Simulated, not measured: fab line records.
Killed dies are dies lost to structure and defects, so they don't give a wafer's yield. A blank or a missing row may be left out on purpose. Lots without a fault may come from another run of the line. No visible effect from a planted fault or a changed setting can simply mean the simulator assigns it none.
Which tool is to blame? -- flow nand_harc -- 6 lots, 18 wafers sampled, at 5 steps of a route of 1302

== WHAT EACH GAUGE READ, for each wafer ==
NHARC_END_SORT_01.
lot,measured,on,defect_limited_yield (%)
L606,day 30 19:19,prober-02,0 0 0

== WHICH TOOL RAN EACH LOT (tool, then ch and the chambers of the sampled wafers, then the start) ==
lot,NHARC_P_M1_PVD_20,NHARC_P_M1_PVD_21,NHARC_P_M1_PRE_CLEAN_32,NHARC_P_M1_DEP_33
L590,"pvd_sputter-03, day 6 19:43 or earlier","pvd_sputter-03, day 6 19:43","pecvd-02 ch 0,1, day 6 21:07","pecvd-02 ch 0,1, day 6 21:11"
L592,"pvd_sputter-02, day 7 18:40 or earlier","pvd_sputter-02, day 7 18:40","pecvd-04 ch 0,2, day 7 20:03","pecvd-04 ch 0,2, day 7 20:10"
L594,"pvd_sputter-01, day 8 13:20 or earlier","pvd_sputter-01, day 8 13:20","pecvd-04 ch 0,1,2, day 8 14:44","pecvd-04 ch 0,1,2, day 8 14:51"
L603,"pvd_sputter-03, day 12 05:10 or earlier","pvd_sputter-03, day 12 05:10","pecvd-01 ch 0,1,2, day 12 06:41","pecvd-01 ch 0,1,2, day 12 06:48"
L606,"pvd_sputter-02, day 13 05:34 or earlier","pvd_sputter-02, day 13 05:34","pecvd-01 ch 0,1,2, day 13 06:58","pecvd-01 ch 0,1,2, day 13 07:05"
L611,"pvd_sputter-01, day 15 12:20 or earlier","pvd_sputter-01, day 15 12:20","pecvd-01 ch 0,1,2, day 15 13:45","pecvd-01 ch 0,1,2, day 15 13:53"
- NHARC_P_M1_PVD_20: deposits TaN, target thk 5 nm, time 8.06 s.
- NHARC_P_M1_PVD_21: deposits Cu, target thk 30 nm, time 20.49 s.
- NHARC_P_M1_PRE_CLEAN_32: time 12 s.
- NHARC_P_M1_DEP_33: deposits SiCN, target thk 30 nm.

== THE ANSWER, worked out from the rows above alone ==
Rule: usual is defined by the lots themselves. The widest of any qualifying gaps counts: lots, ordered by their means at a reading, are off when they make up no more than a third of the lots, leave a main group of 4 or more, and stand apart from it by 3 or more times the standard deviation of that group's means. Not used: any main group whose means are identical at the precision the tables above print for the reading. A lot without any number at a reading at which 4 lots or more have one is off too. Any other lot the step has rows for is counted as sound.
No lot is off at any reading shown: from this, nothing can be told.

== WHAT WAS PUT IN BY THE SIMULATOR ==
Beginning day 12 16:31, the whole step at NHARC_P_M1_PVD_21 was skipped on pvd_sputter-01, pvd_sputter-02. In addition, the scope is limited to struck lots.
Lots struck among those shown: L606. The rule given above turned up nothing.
